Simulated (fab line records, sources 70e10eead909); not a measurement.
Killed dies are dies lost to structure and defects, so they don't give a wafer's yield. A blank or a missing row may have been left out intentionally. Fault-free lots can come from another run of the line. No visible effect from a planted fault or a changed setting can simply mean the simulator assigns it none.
Chamber matching / flow nand_harc / NHARC_A_BLC_ETCH_16 on rie_diel-09: 4 sister chambers
The step etches the open film in CF4, target depth 39 nm, time 65 s. 8 wafers are shown with their chamber, then 7 later ones without.

WAFERS, EACH WITH ITS CHAMBER
wafer=L122.5; chamber=3; drypump_motor_current_A (A)=5.5; rf_vpp_V (V)=150.2
wafer=L126.6; chamber=3; drypump_motor_current_A (A)=5.5; rf_vpp_V (V)=149.3
wafer=L127.3; chamber=1; drypump_motor_current_A (A)=5.6; rf_vpp_V (V)=151.1
wafer=L129.1; chamber=2; drypump_motor_current_A (A)=5.8; rf_vpp_V (V)=151.5
wafer=L129.3; chamber=0; drypump_motor_current_A (A)=5.4; rf_vpp_V (V)=151.5
wafer=L129.4; chamber=1; drypump_motor_current_A (A)=5.6; rf_vpp_V (V)=150.9
wafer=L136.2; chamber=0; drypump_motor_current_A (A)=5.4; rf_vpp_V (V)=152.7
wafer=L136.4; chamber=2; drypump_motor_current_A (A)=5.7; rf_vpp_V (V)=152.2

WAFERS WITHOUT THEIR CHAMBER
wafer=L136.6; drypump_motor_current_A (A)=5.4; rf_vpp_V (V)=152.2
wafer=L134.1; drypump_motor_current_A (A)=5.6; rf_vpp_V (V)=151.2
wafer=L134.4; drypump_motor_current_A (A)=5.4; rf_vpp_V (V)=151.5
wafer=L134.6; drypump_motor_current_A (A)=5.6; rf_vpp_V (V)=149.8
wafer=L140.2; drypump_motor_current_A (A)=5.7; rf_vpp_V (V)=153.0
wafer=L143.1; drypump_motor_current_A (A)=5.6; rf_vpp_V (V)=150.9
wafer=L143.2; drypump_motor_current_A (A)=5.4; rf_vpp_V (V)=150.6

EACH ONE'S CHAMBER
wafer=L136.6; from the rows above=0; in truth=0
wafer=L134.1; from the rows above=1; in truth=1
wafer=L134.4; from the rows above=0; in truth=0
wafer=L134.6; from the rows above=can't be placed: 1 or 3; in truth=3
wafer=L140.2; from the rows above=2; in truth=2
wafer=L143.1; from the rows above=1; in truth=1
wafer=L143.2; from the rows above=can't be placed: 0 or 3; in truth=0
Correctly placed: 5 of 7. Can't be placed from these rows: 2 (the true chamber is among the candidates in 2). Placed wrongly: 0.
How it was worked out, from the rows above alone: a wafer's distance from a chamber is the root of the sum, over the readings, of the square of ((its reading less the chamber's mean) divided by the reading's scatter). The wafer belongs to the nearest chamber; if the next one is less than 2 further off, it can't be placed. For every chamber, the mean is computed from those of its wafers that are shown. How the scatter is found: for the shown wafers, subtract from each reading the mean of its chamber, square and add these, divide the total by (wafers less chambers), then take the root.
